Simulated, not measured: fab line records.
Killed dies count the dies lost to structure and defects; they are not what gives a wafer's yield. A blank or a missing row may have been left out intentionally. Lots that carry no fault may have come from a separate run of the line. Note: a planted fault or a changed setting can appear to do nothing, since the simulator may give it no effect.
A struck lot beside a sound one -- flow n5 finfet -- 36 steps out of a route of 1938
Sound: these wafers, L947.1, L947.3, L947.4. Struck: wafer L961.6. (L961.2, L961.4 of the same lot were not struck and are left out.) The cause comes at the end.
Each step with rows lists, per side, the tool, then ch with its chambers, then its first start. Under that, the readings that differ: sound wafers -- struck wafers -- difference of the means -- sigmas: that difference in standard deviations of wafers without a fault.
alike: same words and numbers on both sides, and readings whose means sit less than 2 such deviations apart. not compared: any withheld reading, any reading some wafer has no value for, any bound like >300 that may hide the same value, and any number with overlapping values for which the record gives no deviation.
The two part at a step that has a row with sigmas, a row that says differs or no value, or rows on one side only. Numbers that have no deviation but don't overlap get no sigmas and don't part them. Lack of a reading on every wafer of one side parts them only where that side has two or more wafers.

first, 9 steps without rows for these wafers: N5_BEOL_M13_PRE_CLEAN_42 (time 30 s); N5_BEOL_M13_SPUTTER_43 (material TaN, target thk 15 nm, time 24.19 s); N5_BEOL_M13_SPUTTER_44 (material Ta, target thk 10 nm, time 16.13 s); N5_BEOL_M13_SPUTTER_45 (material Cu, target thk 80 nm, time 13.33 s); N5_BEOL_M13_ECD_47 (material Cu, target thk 936 nm); N5_BEOL_M13_ANNEAL_48 (time 90 s); N5_BEOL_M13_CMP_49 (polishes, stops on SiOC, t overpolish 17.1 s, target thk 420 nm); N5_BEOL_M13_PRE_CLEAN_52 (time 15 s); N5_BEOL_M13_DEP_53 (deposits SiCN from 3MS/NH3, target thk 50 nm, time 17.8 s).
N5_BEOL_M14_ILD_DEP_00: deposits SiO2 from TEOS/O2, target thk 1119.3 nm, time 237.4 s.
  sound on pecvd-01 ch 0,2, day 11 12:40; struck on pecvd-01 ch 0, day 15 21:32
reading,sound,struck,difference,sigmas
run length s (s),280.3 280.3 281.2,252.3,-28.3,-50
model.SiO2_of_BEOL_M14_ILD_DEP_00.thk nm (nm),1102 1128 1113,975.2,-139.1,
  alike: heater power w, showerhead plenum p Torr, throttle valve pct
  not compared: susceptor temp C
N5_BEOL_M14_THK_MEAS_01:
  struck on film metro-01, day 15 21:43; sound on film metro-01, day 11 12:56
reading,sound,struck,difference,sigmas
M14_ILD_THK (nm),1102 1129 1114,975,-140,-10
then, 10 steps without rows for these wafers: N5_BEOL_M14_COAT_58 (time 60 s, resist thk 89 nm); N5_BEOL_M14_COAT_04 (resist thk 800 nm); N5_BEOL_M14_EBR_06; N5_BEOL_M14_SOFTBAKE_05 (time 60 s); N5_BEOL_M14_EXPOSE_07 (exposes mask V13); N5_BEOL_M14_PEB_08 (peb time 90 s); N5_BEOL_M14_DEVELOP_09 (develop time 45 s); N5_BEOL_M14_HARDBAKE_14 (time 120 s); N5_BEOL_M14_DESCUM_15 (chemistry O2, time 7.9 s); N5_BEOL_M14_ETCH_59 (etches BARC in N2/H2, target depth 89 nm, overetch 26.7 nm, time 67.9 s).
N5_BEOL_M14_VIA_ETCH_16: etches SiO2 in C4F8/O2/Ar, target depth 1231.3 nm.
  sound on rie diel-02 ch 1,2,3, day 11 13:33; struck on rie diel-04 ch 0, day 15 22:12
reading,sound,struck,difference,sigmas
model.etch.depth nm (nm),1102 1128 1113,975.1,-139.2,
model.coat_of_BEOL_M14_COAT_04.thk nm (nm),462.8 450.2 457.8,491.6,+34.7,
  alike: C4F8_flow_sccm, O2_flow_sccm, bias w, drypump motor current A, he inner torr, oes product au, rf vpp V, showerhead plenum p Torr, throttle valve pct
then, 13 steps without rows for these wafers: N5_BEOL_M14_STRIP_63 (strips in O2); N5_BEOL_M14_STRIP_64 (strips in O2); N5_BEOL_M14_STRIP_71 (strips in post etch residue remover, time 60 s); N5_BEOL_M14_SRD_72 (time 30 s, dry time 30 s); N5_BEOL_M14_COAT_65 (time 60 s, resist thk 450 nm); N5_BEOL_M14_COAT_66 (time 60 s, resist thk 110 nm); N5_BEOL_M14_COAT_22 (resist thk 300 nm); N5_BEOL_M14_EBR_24; N5_BEOL_M14_SOFTBAKE_23 (time 60 s); N5_BEOL_M14_EXPOSE_25 (exposes mask M14, target cd 280 nm); N5_BEOL_M14_PEB_26 (peb time 90 s); N5_BEOL_M14_DEVELOP_27 (develop time 45 s); N5_BEOL_M14_HARDBAKE_32 (time 120 s).
N5_BEOL_M14_CMP_49: polishes, stops on SiO2, t overpolish 5.2 s, target thk 560 nm.
  sound on cmp-03 ch 0,1,2, day 11 20:18; struck on cmp-04 ch 0, day 16 04:15
reading,sound,struck,difference,sigmas
model.SiO2_of_BEOL_M14_ILD_DEP_00.thk nm (nm),1022 1051 1032,895,-140,
  alike: motor current A, platen rpm

## WHERE THEY PART
Earliest at N5_BEOL_M14_ILD_DEP_00; latest, in this record, at N5_BEOL_M14_THK_MEAS_01. Later steps at which nothing parts them and some readings are alike: N5_BEOL_M14_VIA_ETCH_16, N5_BEOL_M14_CMP_49.

WHY: what the simulator had put in
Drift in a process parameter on pecvd-01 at N5_BEOL_M14_ILD_DEP_00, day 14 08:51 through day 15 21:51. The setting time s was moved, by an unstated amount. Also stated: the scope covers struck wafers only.
